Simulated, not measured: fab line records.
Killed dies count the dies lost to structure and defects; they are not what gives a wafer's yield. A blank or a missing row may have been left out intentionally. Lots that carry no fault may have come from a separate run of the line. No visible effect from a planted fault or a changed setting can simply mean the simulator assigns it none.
fab line records ; flow nand-harc
[record] lots = 14; wafers = 42; last-day = 34
route steps=1302 shown A_BLC@1119 A_M0@1145
lots with no fault: from the same line, run without faults
start-h: hours from the record's first day to the start of the lot's first wafer shown ; wait-h: time in hours since the lot's previous step ; " same as the row above ; L1.1+2: one row covering several wafers at once ; - no value present, or no start provided ; * or withheld: withheld ; < > ~ a bound
route shown NAME@n: a module of which the file shows steps, and the number in the route of the first ; usual: mean/standard deviation taken from wafers without a fault ; same: alike in all rows ; chamber/n: place in a boat ; sites: each site's reading ; _std_site: the standard deviation of these ; _edge_site: the outer-site mean with the inner-site mean subtracted ; radius-mm: how far each site lies from the wafer's centre ; mask NAME#n: copy n ; behind: tool/chamber where the wafer was last shaped ; hold: cause of the lot's hold/its duration in hours/its outcome ; device: whichever transistor did not switch (one of n, p or np) ; end of line: the tests these same wafers got at the end of their route ; a step without rows: its recipe alone ; killed: not the wafer's yield, but the dies lost to structure and defects at the first sort ; map: a wafer's dies, x killed, . not, _ none there
set.NAME: the setting that was run; set.NAME@STEP: the one run at that earlier step ; model.NAME: the simulator's own value behind a step, which no gauge read
a sample of lots followed through the steps of the route, with each step as a table and each wafer as a row
services: the hour from which a tool's chamber was out of use, counted from the record's first day as start-h (under 0 if before that day), plus the number of hours and why
[[steps]]
[step NHARC_A_BLC_INSPECT_12]
[usual] raw-defect-count = 78/36
lot.wafer;tool;chamber;start-h;wait-h;raw-defect-count
L300.4;defect-inspect-01;-;520.36;0.0;66
L300.5;defect-inspect-01;-;520.36;0.0;58
L300.6;defect-inspect-01;-;520.36;0.0;51
L301.2;defect-inspect-01;-;525.40;0.0;17
L301.3;defect-inspect-01;-;525.40;0.0;17
L301.5;defect-inspect-01;-;525.40;0.0;27
L302.2;defect-inspect-01;-;528.12;0.0;137
L302.4;defect-inspect-01;-;528.12;0.0;134
L302.5;defect-inspect-01;-;528.12;0.0;135
L305.1;defect-inspect-02;-;555.25;0.0;127
L305.2;defect-inspect-02;-;555.25;0.0;96
L305.4;defect-inspect-02;-;555.25;0.0;107
L304.1;defect-inspect-02;-;559.07;0.1;72
L304.3;defect-inspect-02;-;559.07;0.1;89
L304.4;defect-inspect-02;-;559.07;0.1;86
L313.2;defect-inspect-02;-;647.86;0.0;21
L313.5;defect-inspect-02;-;647.86;0.0;21
L313.6;defect-inspect-02;-;647.86;0.0;31
L315.2;defect-inspect-01;-;657.76;0.0;115
L315.4;defect-inspect-01;-;657.76;0.0;104
L315.5;defect-inspect-01;-;657.76;0.0;100
L314.2;defect-inspect-02;-;661.19;0.0;68
L314.4;defect-inspect-02;-;661.19;0.0;77
L314.5;defect-inspect-02;-;661.19;0.0;90
L316.3;defect-inspect-02;-;681.41;0.0;63
L316.4;defect-inspect-02;-;681.41;0.0;66
L316.6;defect-inspect-02;-;681.41;0.0;65
L317.3;defect-inspect-02;-;697.12;0.0;86
L317.4;defect-inspect-02;-;697.12;0.0;97
L317.6;defect-inspect-02;-;697.12;0.0;90
L319.2;defect-inspect-02;-;698.82;0.0;105
L319.5;defect-inspect-02;-;698.82;0.0;127
L319.6;defect-inspect-02;-;698.82;0.0;122
L318.2;defect-inspect-01;-;700.86;0.0;104
L318.4;defect-inspect-01;-;700.86;0.0;119
L318.6;defect-inspect-01;-;700.86;0.0;120
L323.2;defect-inspect-02;-;747.03;0.0;29
L323.4;defect-inspect-02;-;747.03;0.0;28
L323.6;defect-inspect-02;-;747.03;0.0;23
L322.1;defect-inspect-02;-;771.41;0.0;107
L322.2;defect-inspect-02;-;771.41;0.0;93
L322.3;defect-inspect-02;-;771.41;0.0;94
[step NHARC_A_BLC_CD_MEAS_19]
[usual] cd-nm = 100.2/1.5
lot.wafer;tool;chamber;start-h;wait-h;cd-nm
L300.4;cd-sem-02;-;521.39;-;101.6
L300.5;cd-sem-02;-;521.39;-;98.6
L300.6;cd-sem-02;-;521.39;-;99.5
L301.2;cd-sem-02;-;526.44;-;99.7
L301.3;cd-sem-02;-;526.44;-;100.0
L301.5;cd-sem-02;-;526.44;-;98.1
L302.2;cd-sem-01;-;529.15;-;101.6
L302.4;cd-sem-01;-;529.15;-;99.6
L302.5;cd-sem-01;-;529.15;-;98.3
L305.1;cd-sem-03;-;556.28;-;98.8
L305.2;cd-sem-03;-;556.28;-;102.1
L305.4;cd-sem-03;-;556.28;-;101.7
L304.1;cd-sem-01;-;560.09;-;99.2
L304.3;cd-sem-01;-;560.09;-;100.0
L304.4;cd-sem-01;-;560.09;-;98.0
L313.2;cd-sem-02;-;648.89;-;99.3
L313.5;cd-sem-02;-;648.89;-;100.4
L313.6;cd-sem-02;-;648.89;-;100.5
L315.2;cd-sem-03;-;658.79;-;99.2
L315.4;cd-sem-03;-;658.79;-;99.5
L315.5;cd-sem-03;-;658.79;-;97.6
L314.2;cd-sem-02;-;662.23;-;101.4
L314.4;cd-sem-02;-;662.23;-;99.5
L314.5;cd-sem-02;-;662.23;-;101.4
L316.3;cd-sem-03;-;682.44;-;98.6
L316.4;cd-sem-03;-;682.44;-;101.3
L316.6;cd-sem-03;-;682.44;-;101.3
L317.3;cd-sem-02;-;698.15;-;100.7
L317.4;cd-sem-02;-;698.15;-;102.6
L317.6;cd-sem-02;-;698.15;-;101.8
L319.2;cd-sem-02;-;699.86;-;96.7
L319.5;cd-sem-02;-;699.86;-;100.0
L319.6;cd-sem-02;-;699.86;-;97.5
L318.2;cd-sem-03;-;701.89;-;99.0
L318.4;cd-sem-03;-;701.89;-;99.5
L318.6;cd-sem-03;-;701.89;-;99.4
L323.2;cd-sem-01;-;748.06;-;102.7
L323.4;cd-sem-01;-;748.06;-;100.0
L323.6;cd-sem-01;-;748.06;-;100.1
L322.1;cd-sem-02;-;772.70;-;106.1
L322.2;cd-sem-02;-;772.70;-;101.7
L322.3;cd-sem-02;-;772.70;-;102.7
[step NHARC_A_M0_PEB_07]
[recipe] peb-temp-c = 100; peb-time-s = 65
[usual] heater-power-total-W = 156.6/0.43; plate-temp-C = 99.98/0.13
lot.wafer;tool;chamber;start-h;wait-h;heater-power-total-W;plate-temp-C
L300.4;litho-track-01;0;524.22;0.0;156.1;100.04
L300.5;litho-track-01;0;524.22;0.0;157.1;99.99
L300.6;litho-track-01;0;524.22;0.0;157.2;100.04
L301.2;litho-track-01;0;529.26;0.1;157.1;100.28
L301.3;litho-track-01;0;529.26;0.1;157.1;100.07
L301.5;litho-track-01;0;529.26;0.1;156.2;99.96
L302.2;litho-track-04;0;532.07;0.1;157.1;99.82
L302.4;litho-track-04;0;532.07;0.1;156.2;100.01
L302.5;litho-track-04;0;532.07;0.1;157.1;99.81
L305.1;litho-track-06;0;559.75;0.1;156.3;100.04
L305.2;litho-track-06;0;559.75;0.1;156.7;99.99
L305.4;litho-track-06;0;559.75;0.1;156.8;99.98
L304.1;litho-track-01;0;562.81;0.1;156.1;100.01
L304.3;litho-track-01;0;562.81;0.1;157.0;99.89
L304.4;litho-track-01;0;562.81;0.1;156.2;99.96
L313.2;litho-track-06;0;651.72;0.1;162.8;102.87
L313.5;litho-track-06;0;651.72;0.1;161.7;102.70
L313.6;litho-track-06;0;651.72;0.1;162.8;102.64
L315.2;litho-track-06;0;661.50;0.1;161.9;102.40
L315.4;litho-track-06;0;661.50;0.1;161.7;102.45
L315.5;litho-track-06;0;661.50;0.1;162.8;102.68
L314.2;litho-track-01;0;665.03;0.1;155.9;100.07
L314.4;litho-track-01;0;665.03;0.1;156.5;100.00
L314.5;litho-track-01;0;665.03;0.1;156.0;99.95
L316.3;litho-track-04;0;685.24;0.0;156.7;99.83
L316.4;litho-track-04;0;685.24;0.0;156.8;100.07
L316.6;litho-track-04;0;685.24;0.0;156.2;100.01
L317.3;litho-track-01;0;701.03;0.0;156.9;99.84
L317.4;litho-track-01;0;701.03;0.0;156.3;99.94
L317.6;litho-track-01;0;701.03;0.0;157.1;99.92
L319.2;litho-track-01;0;702.54;0.1;157.0;99.96
L319.5;litho-track-01;0;702.54;0.1;157.0;99.90
L319.6;litho-track-01;0;702.54;0.1;157.2;100.02
L318.2;litho-track-01;0;704.63;0.1;156.1;100.09
L318.4;litho-track-01;0;704.63;0.1;156.7;100.10
L318.6;litho-track-01;0;704.63;0.1;157.0;100.04
L323.2;litho-track-06;0;750.88;0.1;156.9;99.85
L323.4;litho-track-06;0;750.88;0.1;156.2;100.14
L323.6;litho-track-06;0;750.88;0.1;156.0;99.94
L322.1;litho-track-06;0;775.76;0.1;156.0;99.97
L322.2;litho-track-06;0;775.76;0.1;156.6;100.00
L322.3;litho-track-06;0;775.76;0.1;157.3;100.07
[step NHARC_A_M0_CD_MEAS_09]
[recipe] target-cd-nm = 80; landing-energy-ev = 500
[usual] cd-nm = 79.9/0.46
lot.wafer;tool;chamber;start-h;wait-h;hold;cd-nm
L300.4;cd-sem-02;0;524.31;-;-;79.3
L300.5;cd-sem-02;0;524.31;-;-;79.5
L300.6;cd-sem-02;0;524.31;-;-;79.8
L301.2;cd-sem-03;0;529.34;-;-;80.4
L301.3;cd-sem-03;0;529.34;-;-;80.0
L301.5;cd-sem-03;0;529.34;-;-;80.1
L302.2;cd-sem-02;0;532.15;-;-;80.2
L302.4;cd-sem-02;0;532.15;-;-;80.0
L302.5;cd-sem-02;0;532.15;-;-;80.2
L305.1;cd-sem-02;0;559.83;-;-;80.7
L305.2;cd-sem-02;0;559.83;-;-;81.1
L305.4;cd-sem-02;0;559.83;-;-;80.8
L304.1;cd-sem-03;0;562.89;-;-;79.4
L304.3;cd-sem-03;0;562.89;-;-;79.9
L304.4;cd-sem-03;0;562.89;-;-;80.0
L313.2;cd-sem-03;0;651.80;-;await-dispo/0.2h/release;89.3
L313.5;cd-sem-03;0;651.80;-;await-dispo/0.2h/release;89.2
L313.6;cd-sem-03;0;651.80;-;await-dispo/0.2h/release;89.6
L313.2;cd-sem-03;0;-;-;-;89.2
L313.5;cd-sem-03;0;-;-;-;89.5
L313.6;cd-sem-03;0;-;-;-;89.2
L315.2;cd-sem-03;0;661.58;-;await-dispo/0.2h/release;87.6
L315.4;cd-sem-03;0;661.58;-;await-dispo/0.2h/release;87.5
L315.5;cd-sem-03;0;661.58;-;await-dispo/0.2h/release;87.1
L315.2;cd-sem-03;0;-;-;-;87.6
L315.4;cd-sem-03;0;-;-;-;87.7
L315.5;cd-sem-03;0;-;-;-;87.0
L314.2;cd-sem-02;0;665.11;-;-;79.2
L314.4;cd-sem-02;0;665.11;-;-;79.8
L314.5;cd-sem-02;0;665.11;-;-;80.6
L316.3;cd-sem-02;0;685.32;-;-;79.9
L316.4;cd-sem-02;0;685.32;-;-;80.0
L316.6;cd-sem-02;0;685.32;-;-;80.4
L317.3;cd-sem-03;0;701.11;-;-;80.1
L317.4;cd-sem-03;0;701.11;-;-;80.0
L317.6;cd-sem-03;0;701.11;-;-;79.6
L319.2;cd-sem-03;0;702.62;-;-;79.6
L319.5;cd-sem-03;0;702.62;-;-;79.6
L319.6;cd-sem-03;0;702.62;-;-;79.5
L318.2;cd-sem-01;0;704.71;-;-;80.7
L318.4;cd-sem-01;0;704.71;-;-;80.3
L318.6;cd-sem-01;0;704.71;-;-;79.5
L323.2;cd-sem-02;0;750.96;-;-;80.4
L323.4;cd-sem-02;0;750.96;-;-;80.2
L323.6;cd-sem-02;0;750.96;-;-;79.5
L322.1;cd-sem-03;0;775.83;-;-;80.1
L322.2;cd-sem-03;0;775.83;-;-;80.0
L322.3;cd-sem-03;0;775.83;-;-;79.6
[step NHARC_A_M0_ETCH_34]
[recipe] target-depth-a = 400; overetch-a = 120; time-s = 43.94; ion-energy-ev = 200; n2-flow-sccm = 150; h2-flow-sccm = 150; ar-flow-sccm = 0; rf-w = 400; bias-w = 150; chemistry = N2/H2
[usual] drypump-motor-current-A = 5.9/0.34; mfc-ar-sccm = 0.004/0.0068; oes-product-au = 0.995/0.0081; rf-vpp-V = 429.4/2.4; showerhead-plenum-p-Torr = 2.00/0.083; throttle-valve-pct = 14.172/0.0097
lot.wafer;tool;chamber;start-h;wait-h;drypump-motor-current-A;mfc-ar-sccm;oes-product-au;rf-hours-counter-h;rf-vpp-V;showerhead-plenum-p-Torr;throttle-valve-pct
L300.4;rie-diel-02;0;524.57;0.1;6.3;0;1.000;4;431.3;2.10;14.161
L300.6;rie-diel-02;3;524.57;0.1;5.4;0.007;0.978;-;426.1;1.91;14.183
L300.5;rie-diel-02;0;524.57;0.1;6.3;0;0.997;-;431.3;2.10;14.169
L301.2;rie-diel-04;1;529.61;0.1;5.6;0.014;1.011;8;426.7;1.89;14.183
L301.3;rie-diel-04;3;529.61;0.1;5.7;0;1.004;8;427.7;1.97;14.177
L301.5;rie-diel-04;2;529.61;0.1;6.4;0;1.007;-;428.2;1.98;14.191
L302.2;rie-diel-13;0;532.43;0.1;5.9;0.002;0.987;1;432.4;2.10;14.183
L302.4;rie-diel-13;2;532.43;0.1;5.2;0;0.995;0;426.8;1.90;14.162
L302.5;rie-diel-13;0;532.43;0.1;5.9;0.002;0.979;-;431.2;2.10;14.160
L305.1;rie-diel-04;0;560.11;0.1;5.8;0;0.987;1;430.1;2.04;14.172
L305.2;rie-diel-04;2;560.11;0.1;6.4;0;0.994;1;429.3;1.98;14.179
L305.4;rie-diel-04;3;560.11;0.1;5.8;0;1.000;1;428.6;1.97;14.159
L304.3;rie-diel-02;3;563.16;0.1;5.4;0.007;0.996;10;426.5;1.91;14.171
L304.4;rie-diel-02;1;563.16;0.1;6.0;0.022;0.991;12;434.2;2.18;14.178
L304.1;rie-diel-02;2;563.16;0.1;5.8;0;0.984;11;429.2;2.00;14.186
L313.2;rie-diel-13;2;655.80;0.2;5.2;0;0.996;8;427.9;1.89;14.188
L313.6;rie-diel-13;2;655.80;0.2;5.2;0;0.982;-;426.8;1.90;14.167
L313.5;rie-diel-13;3;655.80;0.2;6.2;0;0.994;-;428.8;1.96;14.164
L315.4;rie-diel-04;1;664.66;0.1;5.6;0.014;1.011;6;425.7;1.89;14.153
L315.2;rie-diel-04;0;664.66;0.1;5.7;0;1.004;6;431.6;2.04;14.153
L315.5;rie-diel-04;1;664.66;0.1;5.6;0.014;1.015;-;425.9;1.89;14.171
L314.4;rie-diel-13;3;665.38;0.1;6.2;0;0.984;8;428.1;1.96;14.175
L314.2;rie-diel-13;2;665.38;0.1;5.2;0;0.990;9;426.1;1.89;14.160
L314.5;rie-diel-13;0;665.38;0.1;5.9;0.002;0.993;-;432.5;2.10;14.160
L316.4;rie-diel-13;3;685.60;0.1;6.2;0;0.986;10;430.1;1.96;14.186
L316.3;rie-diel-13;0;685.60;0.1;5.9;0.002;0.990;9;432.4;2.10;14.175
L316.6;rie-diel-13;2;685.60;0.1;5.2;0;0.990;-;426.3;1.89;14.158
L317.3;rie-diel-02;0;701.38;0.1;6.3;0;0.994;7;431.3;2.10;14.165
L317.4;rie-diel-02;1;701.38;0.1;6.0;0.022;0.990;7;434.1;2.18;14.173
L317.6;rie-diel-02;3;701.38;0.1;5.4;0.007;0.994;-;426.7;1.91;14.171
L319.2;rie-diel-02;1;702.89;0.1;6.0;0.022;1.003;7;433.2;2.18;14.185
L319.6;rie-diel-02;0;702.89;0.1;6.3;0;1.003;-;431.2;2.10;14.176
L319.5;rie-diel-02;1;702.89;0.1;6.0;0.022;0.998;-;433.9;2.18;14.170
L318.2;rie-diel-04;3;704.97;0.1;5.8;0;1.001;7;428.9;1.97;14.182
L318.4;rie-diel-04;2;704.97;0.1;6.4;0;0.996;8;430.1;1.98;14.176
L318.6;rie-diel-04;0;704.97;0.1;5.7;0;1.005;-;430.2;2.04;14.172
L323.2;rie-diel-04;2;751.26;0.1;6.4;0;1.010;2;428.4;1.98;14.185
L323.6;rie-diel-04;0;751.26;0.1;5.7;0;1.005;-;431.8;2.04;14.165
L323.4;rie-diel-04;3;751.26;0.1;5.8;0;1.012;-;427.9;1.97;14.179
L322.1;rie-diel-04;2;776.13;0.1;6.4;0;1.004;3;428.7;1.98;14.162
L322.2;rie-diel-04;3;776.13;0.1;5.7;0;0.999;3;429.0;1.97;14.183
L322.3;rie-diel-04;0;776.13;0.1;5.8;0;0.986;3;429.8;2.03;14.187
[[services]]
tool;chamber;start-h;hours;kind
litho-track-01;-;505.00;7.0;pm
rie-diel-02;2;513.73;5.6;repair
rie-diel-13;-;519.00;9.0;pm
litho-track-06;-;529.00;7.0;pm
rie-diel-04;-;531.90;9.0;pm
rie-diel-04;-;544.95;0.2;repair
rie-diel-04;1;563.40;1.3;repair
rie-diel-13;0;565.66;13.5;repair
rie-diel-02;-;570.70;9.0;pm
rie-diel-04;3;589.44;3.6;repair
rie-diel-13;3;599.73;4.2;repair
rie-diel-04;1;673.93;1.4;repair
rie-diel-04;0;677.72;7.2;repair
litho-track-01;-;680.00;7.0;pm
rie-diel-02;0;692.46;5.0;repair
rie-diel-04;0;693.56;2.1;repair
rie-diel-13;-;696.00;9.0;pm
litho-track-06;-;704.00;7.0;pm
rie-diel-04;-;708.90;9.0;pm
rie-diel-04;1;733.80;31.0;repair
rie-diel-13;0;742.99;8.4;repair
rie-diel-02;-;747.70;9.0;pm
rie-diel-13;2;761.09;5.9;repair
rie-diel-04;2;761.31;7.3;repair
[[key]]
[first-sign] step = NHARC_A_M0_PEB_07; reading = plate-temp-C; direction = up; sigmas = 21; usual = *; struck = *
[effect] step = NHARC_A_M0_PEB_07; reading = heater-power-total-W; direction = up; sigmas = 13; usual = *; struck = *
[effect] step = NHARC_A_M0_CD_MEAS_09; reading = visit; direction = added; through = control-loop
[effect] step = NHARC_A_M0_CD_MEAS_09; reading = cd-nm; direction = up; sigmas = 19; usual = 79.9; struck = 88.4; through = control-loop
met-at NHARC_A_M0_PEB_07
struck-lots L313,L315
sort-left-out L313.2,L313.5,L313.6,L315.2,L315.4,L315.5
[loop-trim] step = NHARC_A_M0_EXPOSE_06; setting = dose; lots = L315
not-acting-at NHARC_A_BLC_INSPECT_12,NHARC_A_BLC_CD_MEAS_19,NHARC_A_M0_ETCH_34
onset-between 559.75 651.72
[fault] kind = process-parameter-drift; tool = litho-track-06; chamber = -; onset-h = 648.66; steps = NHARC_A_M0_PEB_07; channel = peb-temp-c; offset = *; shape = step; end-h = 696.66; acts-in = *; stated = *
// sort-left-out: the simulated sort isn't trusted on such a fault, so these wafers' sort isn't shown, and their yield isn't known
// loop-trim: a control loop set the setting to another value than it would have without faults
